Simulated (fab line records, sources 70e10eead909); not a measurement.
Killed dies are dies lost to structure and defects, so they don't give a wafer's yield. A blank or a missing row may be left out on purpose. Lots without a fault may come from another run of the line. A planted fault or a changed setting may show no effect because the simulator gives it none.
One fault seen from 2 desks | flow nand_harc | each desk has only its own numbers; what lay behind them comes last

THE METROLOGY DESK
What the gauges read, lot by lot, whatever tool the lot ran on: means of the sampled wafers that have a number. A lot is out of limits, marked OUT, if its mean lies more than 4 standard deviations from the usual mean; the brackets give that distance.
Columns: A = cd_nm at NHARC_A_BLC_CD_MEAS_10, usual 100.2 nm; B = cd_nm at NHARC_A_BLC_CD_MEAS_19, usual 98.9 nm
lot  | first seen here | A              | B
L345 | day 17 23:25    | 100.2          | 99.2
L349 | day 19 01:05    | 101.0          | 98.3
L352 | day 19 12:41    | 100.2          | 98.1
L348 | day 19 19:00    | 100.2          | 100.0
L356 | day 20 06:19    | 99.8           | 98.2
L359 | day 21 03:16    | 100.6          | 100.0
L360 | day 21 14:58    | 100.0          | 97.3
L362 | day 21 17:08    | 89.7 (-22) OUT | 85.4 (-5.6) OUT
L363 | day 21 20:14    | 100.3          | 98.6
L365 | day 22 12:45    | 89.9 (-22) OUT | 89.6
This desk's finding: out of limits on L362, L365; first on L362, day 21 17:08 (cd_nm at NHARC_A_BLC_CD_MEAS_10). In limits: L345, L349, L352, L348, L356, L359, L360, L363.

THE TOOL OWNER'S DESK: litho_track-01
The tool's own readings at NHARC_A_BLC_PEB_08 (peb time 65 s): means of the sampled wafers that have a number, for each lot that ran on this tool. A lot is out of limits, marked OUT, if its mean lies more than 4 standard deviations from the usual mean; the brackets give that distance.
Columns: A = heater_power_total_W at NHARC_A_BLC_PEB_08, usual 156.6 W; B = plate_temp_C at NHARC_A_BLC_PEB_08, usual 100.02 C; C = resist_line_temp_C at NHARC_A_BLC_PEB_08, usual 23.00 C
lot  | first seen here | A               | B               | C
L345 | day 17 23:19    | 156.8           | 100.02          | 23.01
L349 | day 19 01:00    | 156.6           | 99.97           | 22.96
L348 | day 19 18:55    | 156.5           | 100.03          | 22.96
L359 | day 21 03:11    | 156.3           | 99.95           | 23.03
L360 | day 21 14:53    | 156.5           | 99.94           | 23.05
L362 | day 21 17:04    | 151.2 (-13) OUT | 97.27 (-25) OUT | 22.91
L365 | day 22 12:40    | 150.7 (-14) OUT | 97.29 (-25) OUT | 22.93
This desk's finding: out of limits on L362, L365; first on L362, day 21 17:04 (heater_power_total_W at NHARC_A_BLC_PEB_08). In limits: L345, L349, L348, L359, L360.

PUT TOGETHER
The tool owner's desk could have raised an alarm at day 21 17:04, on L362, L365.
The metrology desk could have raised an alarm at day 21 17:08, on L362, L365.
Of the lots named, all ran NHARC_A_BLC_PEB_08 on litho_track-01.

WHAT THE SIMULATOR HAD PUT IN
Process parameter drift: litho_track-01, from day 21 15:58 on, at NHARC_A_BLC_PEB_08. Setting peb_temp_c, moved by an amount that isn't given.
Lots struck among those shown: L362, L365.
Hours from the fault's start to each desk's first reading out of limits: the tool owner's desk, 1; the metrology desk, 1.
